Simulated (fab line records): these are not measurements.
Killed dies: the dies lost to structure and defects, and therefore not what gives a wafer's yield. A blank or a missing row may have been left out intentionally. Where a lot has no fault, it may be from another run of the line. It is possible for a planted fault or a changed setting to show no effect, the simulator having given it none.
Lot-split experiment + flow n5_finfet + route with 1938 steps; 7 lots, 39 wafers read

THE SPLIT
At N5_BEOL_M4_TRENCH_ETCH_37 (etches SiOC in C4F6/O2, target depth 55.555 nm, time 29.2 s), the setting time_s was moved away from the recipe's 29.2 s on 12 of the 39 wafers read, by -55.3% to +59.2%. All remaining wafers had this setting at the recipe value.

FROM THE SPLIT TO THE READING: what the file shows between them, 8 steps
- N5_BEOL_M4_ETCH_41: etches SiCN in CH3F/O2, target depth 29.9 nm, time 52.5 s
- N5_BEOL_M4_STRIP_97: strips in N2/H2, time 10 s
- N5_BEOL_M4_OCD_MEAS_38
- N5_BEOL_M4_HM_STRIP_39: strips TiN in peroxide tin strip, target depth 25 nm, time 158 s
- N5_BEOL_M4_SRD_40: time 30 s
- N5_BEOL_M4_ECD_50: material Cu, target thk 300 nm
- N5_BEOL_M4_ANNEAL_51: time 90 s
- N5_BEOL_M4_CMP_52: polishes, stops on SiOC, t overpolish 6.8 s, target thk 40 nm

THE READING
M4_THK, in nm, at N5_BEOL_M4_THK_MEAS_53 (measures by xrf). Typical for fault-free wafers on this fab line: 40.6 nm, with standard deviation 1.1 nm.

| wafer  | tool, chamber at the split | time_s as run, s | against the recipe | M4_THK, nm | against lot-mates on the recipe |
|--------|----------------------------|------------------|--------------------|------------|---------------------------------|
| L076.1 | rie_diel-01, 1             | 29.2             | recipe             | 39.2       | -                               |
| L076.2 | rie_diel-01, 3             | 29.2             | recipe             | 40.1       | -                               |
| L076.3 | rie_diel-01, 0             | 29.2             | recipe             | 39.4       | -                               |
| L076.4 | rie_diel-01, 2             | 29.2             | recipe             | 38.8       | -                               |
| L076.5 | rie_diel-01, 3             | 29.2             | recipe             | 37.8       | -                               |
| L076.6 | rie_diel-01, 2             | 29.2             | recipe             | 38.8       | -                               |
| L077.1 | rie_diel-02, 0             | 13.06            | -55.3%             | 11.2       | -30.2                           |
| L077.2 | rie_diel-02, 1             | 13.06            | -55.3%             | 9.6        | -31.8                           |
| L077.3 | rie_diel-02, 2             | 13.06            | -55.3%             | 10.3       | -31.1                           |
| L077.4 | rie_diel-02, 1             | 29.2             | recipe             | 40.8       | -                               |
| L077.5 | rie_diel-02, 2             | 29.2             | recipe             | 41.4       | -                               |
| L077.6 | rie_diel-02, 0             | 29.2             | recipe             | 42.1       | -                               |
| L079.1 | rie_diel-01, 0             | 29.2             | recipe             | 39.4       | -                               |
| L079.2 | rie_diel-01, 2             | 46.5             | +59.2%             | 73.3       | +33.8                           |
| L079.3 | rie_diel-01, 3             | 46.5             | +59.2%             | 73.6       | +34.1                           |
| L079.4 | rie_diel-01, 1             | 46.5             | +59.2%             | 73.8       | +34.3                           |
| L079.5 | rie_diel-01, 3             | 29.2             | recipe             | 39.8       | -                               |
| L079.6 | rie_diel-01, 0             | 29.2             | recipe             | 39.2       | -                               |
| L083.1 | rie_diel-05, 0             | 29.2             | recipe             | 40.1       | -                               |
| L083.5 | rie_diel-05, 0             | 29.2             | recipe             | 40.6       | -                               |
| L083.6 | rie_diel-05, 2             | 29.2             | recipe             | 39.1       | -                               |
| L090.1 | rie_diel-05, 1             | 29.2             | recipe             | 40.5       | -                               |
| L090.2 | rie_diel-05, 2             | 29.2             | recipe             | 41.2       | -                               |
| L090.3 | rie_diel-05, 3             | 41.09            | +40.7%             | 63.5       | +22.6                           |
| L090.4 | rie_diel-05, 2             | 41.09            | +40.7%             | 61.9       | +21.0                           |
| L090.5 | rie_diel-05, 1             | 41.09            | +40.7%             | 64.8       | +23.9                           |
| L090.6 | rie_diel-05, 3             | 29.2             | recipe             | 41.0       | -                               |
| L094.1 | rie_diel-05, 0             | 29.2             | recipe             | 41.1       | -                               |
| L094.2 | rie_diel-05, 2             | 29.2             | recipe             | 38.4       | -                               |
| L094.3 | rie_diel-05, 1             | 29.2             | recipe             | 39.6       | -                               |
| L094.4 | rie_diel-05, 3             | 29.2             | recipe             | 39.6       | -                               |
| L094.5 | rie_diel-05, 0             | 29.2             | recipe             | 41.8       | -                               |
| L094.6 | rie_diel-05, 1             | 29.2             | recipe             | 38.3       | -                               |
| L096.1 | rie_diel-01, 0             | 29.2             | recipe             | 39.9       | -                               |
| L096.2 | rie_diel-01, 3             | 29.2             | recipe             | 39.3       | -                               |
| L096.3 | rie_diel-01, 1             | 20.68            | -29.2%             | 24.9       | -14.6                           |
| L096.4 | rie_diel-01, 2             | 20.68            | -29.2%             | 24.2       | -15.3                           |
| L096.5 | rie_diel-01, 0             | 29.2             | recipe             | 39.3       | -                               |
| L096.6 | rie_diel-01, 3             | 20.68            | -29.2%             | 24.4       | -15.1                           |

THE FIT
A straight line over all 39 wafers: M4_THK changes by +0.554 nm for each +1% of time_s; r = +1.00; the points scatter about the line by 1.1 nm.
The same after taking each lot's own level away (the mean of its wafers on the recipe; 39 wafers): +0.561 nm for each +1%; r = +1.00; scatter 0.88 nm.
According to that fit, moving time_s by its largest amount changes the reading by 33 nm.
The lots' own levels span 39.02 to 41.43 nm, that is 2.2 times the standard deviation above.
The two slopes agree, so the slope changes little with the lot-to-lot level.
Check: with one of the wafers moved furthest among these (+59.2%) left out of the fit, the line predicts +33.3 nm for it against its lot-mates. Against them it came out at +33.8 nm.

THE WHOLE CHAIN: every reading that the file lists as answering this split, in the file's order
| step                      | what it does                                                  | reading                                                                          | change (the file's fit)                                                              | r (the file's) |
|---------------------------|---------------------------------------------------------------|----------------------------------------------------------------------------------|--------------------------------------------------------------------------------------|----------------|
| N5_BEOL_M4_TRENCH_ETCH_37 | etches SiOC in C4F6/O2, target depth 55.555 nm, time 29.2 s   | BEOL_M4.feature_depth_nm (the simulator's own value, which no gauge read)        | +0.558 nm for each +1% of the setting                                                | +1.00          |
| N5_BEOL_M4_TRENCH_ETCH_37 | etches SiOC in C4F6/O2, target depth 55.555 nm, time 29.2 s   | etch.depth_nm (the simulator's own value, which no gauge read)                   | +0.557 nm for each +1% of the setting                                                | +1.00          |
| N5_BEOL_M4_TRENCH_ETCH_37 | etches SiOC in C4F6/O2, target depth 55.555 nm, time 29.2 s   | TiN_of_BEOL_M4_HM_DEP_02.thk_nm (the simulator's own value, which no gauge read) | -0.0235 nm for each +1% of the setting                                               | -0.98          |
| N5_BEOL_M4_OCD_MEAS_38    |                                                               | trench_depth_nm                                                                  | +0.555 nm for each +1% of the setting                                                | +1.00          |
| N5_BEOL_M4_CMP_52         | polishes, stops on SiOC, t overpolish 6.8 s, target thk 40 nm | Cu_of_BEOL_M4_ECD_50.thk_nm (the simulator's own value, which no gauge read)     | +0.556 nm for each +1% of the setting                                                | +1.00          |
| N5_BEOL_M4_THK_MEAS_53    | measures by xrf                                               | M4_THK                                                                           | +0.561 for each +1% of the setting                                                   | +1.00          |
| N5_BEOL_M4_RS_MEAS_58     | measures by four-point-probe                                  | M4_RS                                                                            | not straight: 4.385 at the lowest setting, 0.677 at the recipe, 0.322 at the highest | not given      |

FILE'S OWN FIT
M4_THK changes by +0.561 nm for each +1% of time_s, r = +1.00.
